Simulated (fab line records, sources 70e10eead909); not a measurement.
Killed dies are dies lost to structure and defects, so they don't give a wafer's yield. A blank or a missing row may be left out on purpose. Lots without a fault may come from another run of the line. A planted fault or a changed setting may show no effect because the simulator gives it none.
Tool commonality check | flow nand_harc | 12 lots, 35 wafers sampled

WHY IT WAS OPENED
At NHARC_P_GATE_CD_MEAS_33 the reading cd_nm is flagged on 1 of 12 lots. Wafers without a fault read 120.0 nm, standard deviation 2.8.
Rule: a lot is flagged when every wafer of it that has a number lies more than 4 standard deviations from that mean, or none has a number. The other lots count as sound.

lot  | measured     | on        | cd_nm (nm), wafer by wafer | flag
L683 | day 5 16:38  | cd_sem-01 | 116.9 115.1 117.9          |
L684 | day 5 17:15  | cd_sem-01 | 116.0 121.5 121.1          |
L686 | day 6 17:43  | cd_sem-03 | 118.0 121.7 120.5          |
L689 | day 8 05:53  | cd_sem-01 | 120.5 120.4 120.3          |
L690 | day 8 16:04  | cd_sem-01 | 121.4 119.4 117.8          |
L691 | day 8 21:39  | cd_sem-03 | 123.0 121.0 124.1          |
L696 | day 11 02:04 | cd_sem-03 | 120.6 115.2 118.3          |
L697 | day 11 02:23 | cd_sem-01 | 107.1 107.5                | FLAGGED
L702 | day 13 07:59 | cd_sem-03 | 122.0 121.3 121.7          |
L703 | day 13 22:52 | cd_sem-01 | 119.8 122.6 119.9          |
L704 | day 14 04:09 | cd_sem-02 | 125.9 122.7 119.9          |
L705 | day 14 12:15 | cd_sem-02 | 119.1 125.6 117.7          |
The numbers of the flagged lots are 107.3 nm on average: -12.7 nm against the usual, or -5 standard deviations.

WHICH TOOL RAN EACH LOT
The record holds 3 process steps before the reading, out of a route of 1302 steps. In each cell: the tool, then ch and the chambers that the sampled wafers went through, then the start.
lot  | flag    | NHARC_P_STI_CMP_21            | NHARC_P_GATE_ETCH_104              | NHARC_P_GATE_HM_OPEN_105
L683 |         | cmp-03 ch 0,3, day 4 08:31    | rie_diel-05 ch 0,2,3, day 5 15:53  | rie_diel-05 ch 0,2, day 5 16:38 or earlier
L684 |         | cmp-02 ch 0,2, day 4 08:31    | rie_diel-05 ch 0,2, day 5 16:29    | rie_diel-05 ch 0,2,3, day 5 17:15 or earlier
L686 |         | cmp-02 ch 0,2,3, day 5 07:52  | rie_diel-12 ch 0,1,2, day 6 17:01  | rie_diel-12 ch 0,1,3, day 6 17:43 or earlier
L689 |         | cmp-02 ch 1,2,3, day 6 18:44  | rie_diel-07 ch 0,1,2, day 8 05:11  | rie_diel-07 ch 0,2,3, day 8 05:53 or earlier
L690 |         | cmp-03 ch 0,1, day 7 07:06    | rie_diel-12 ch 1,2, day 8 15:19    | rie_diel-12 ch 0,1,2, day 8 16:04 or earlier
L691 |         | cmp-02 ch 1,2,3, day 7 14:32  | rie_diel-07 ch 1,2,3, day 8 20:56  | rie_diel-07 ch 1,2,3, day 8 21:39 or earlier
L696 |         | cmp-02 ch 0,2,3, day 9 16:52  | rie_diel-05 ch 1,2,3, day 11 01:21 | rie_diel-05 ch 0,1, day 11 02:04 or earlier
L697 | FLAGGED | cmp-01 ch 1, day 9 16:55      | rie_diel-07 ch 0, day 11 01:38     | rie_diel-07 ch 2, day 11 02:23 or earlier
L702 |         | cmp-02 ch 0,1,3, day 11 21:49 | rie_diel-05 ch 0,1,3, day 13 07:16 | rie_diel-05 ch 0,2,3, day 13 07:59 or earlier
L703 |         | cmp-02 ch 1,2,3, day 12 10:07 | rie_diel-12 ch 1,3, day 13 22:06   | rie_diel-12 ch 1,3, day 13 22:52 or earlier
L704 |         | cmp-03 ch 0,2,3, day 12 16:37 | rie_diel-05 ch 1,2,3, day 14 03:27 | rie_diel-05 ch 1,3, day 14 04:09 or earlier
L705 |         | cmp-01 ch 2,3, day 13 02:14   | rie_diel-05 ch 1,2,3, day 14 11:33 | rie_diel-05 ch 2,3, day 14 12:15 or earlier
What these steps do:
- NHARC_P_STI_CMP_21: polishes, t overpolish 20 s, target thk 380.67 nm.
- NHARC_P_GATE_ETCH_104: etches the open film in CF4/CHF3, target depth 60 nm.
- NHARC_P_GATE_HM_OPEN_105: chemistry O2/COS, target depth 360 nm.
- NHARC_P_GATE_CD_MEAS_33

FLAGGED OVER TOTAL, TOOL BY TOOL (the gauges that took the reading come last)
step                     | tool        | lots run | flagged | share of the flagged lots | sound lots run after its first flagged lot
NHARC_P_STI_CMP_21       | cmp-01      | 2        | 1       | all                       | 1 (L705)
NHARC_P_STI_CMP_21       | cmp-02      | 7        | 0       | none                      | -
NHARC_P_STI_CMP_21       | cmp-03      | 3        | 0       | none                      | -
NHARC_P_GATE_ETCH_104    | rie_diel-05 | 6        | 0       | none                      | -
NHARC_P_GATE_ETCH_104    | rie_diel-07 | 3        | 1       | all                       | 0
NHARC_P_GATE_ETCH_104    | rie_diel-12 | 3        | 0       | none                      | -
NHARC_P_GATE_HM_OPEN_105 | rie_diel-05 | 6        | 0       | none                      | -
NHARC_P_GATE_HM_OPEN_105 | rie_diel-07 | 3        | 1       | all                       | 0
NHARC_P_GATE_HM_OPEN_105 | rie_diel-12 | 3        | 0       | none                      | -
NHARC_P_GATE_CD_MEAS_33  | cd_sem-01   | 6        | 1       | all                       | 1 (L703)
NHARC_P_GATE_CD_MEAS_33  | cd_sem-02   | 2        | 0       | none                      | -
NHARC_P_GATE_CD_MEAS_33  | cd_sem-03   | 4        | 0       | none                      | -
NHARC_P_GATE_HM_OPEN_105 gives no start for some lots, so the hours and the order of its lots are those of NHARC_P_GATE_CD_MEAS_33.

WHAT THE TABLE ALLOWS
4 rows of the table ran every flagged lot: cmp-01 at NHARC_P_STI_CMP_21, rie_diel-07 at NHARC_P_GATE_ETCH_104, rie_diel-07 at NHARC_P_GATE_HM_OPEN_105, cd_sem-01 at NHARC_P_GATE_CD_MEAS_33.
- cmp-01 at NHARC_P_STI_CMP_21: 1 of its 2 lots flagged. Sound lots ran on it after the first flagged one (L705), which a lasting fault on the whole tool wouldn't allow.
- rie_diel-07 at NHARC_P_GATE_ETCH_104: 1 of its 3 lots flagged. Its last sound lot is L691 (day 8 20:56), its first flagged lot L697 (day 11 01:38): a fault that began between those two fits. Its own readings lie more than 4 standard deviations out on every wafer of the flagged lots: oes_product_au, rf_fwd_power_W.
- rie_diel-07 at NHARC_P_GATE_HM_OPEN_105: 1 of its 3 lots flagged. Its last sound lot is L691 (day 8 21:39), its first flagged lot L697 (day 11 02:23): a fault that began between those two fits.
- cd_sem-01 at NHARC_P_GATE_CD_MEAS_33: 1 of its 6 lots flagged. Sound lots ran on it after the first flagged one (L703), which a lasting fault on the whole tool wouldn't allow.
One tool is left: rie_diel-07 at NHARC_P_GATE_ETCH_104 and NHARC_P_GATE_HM_OPEN_105.

WHAT THE SIMULATOR HAD PUT IN
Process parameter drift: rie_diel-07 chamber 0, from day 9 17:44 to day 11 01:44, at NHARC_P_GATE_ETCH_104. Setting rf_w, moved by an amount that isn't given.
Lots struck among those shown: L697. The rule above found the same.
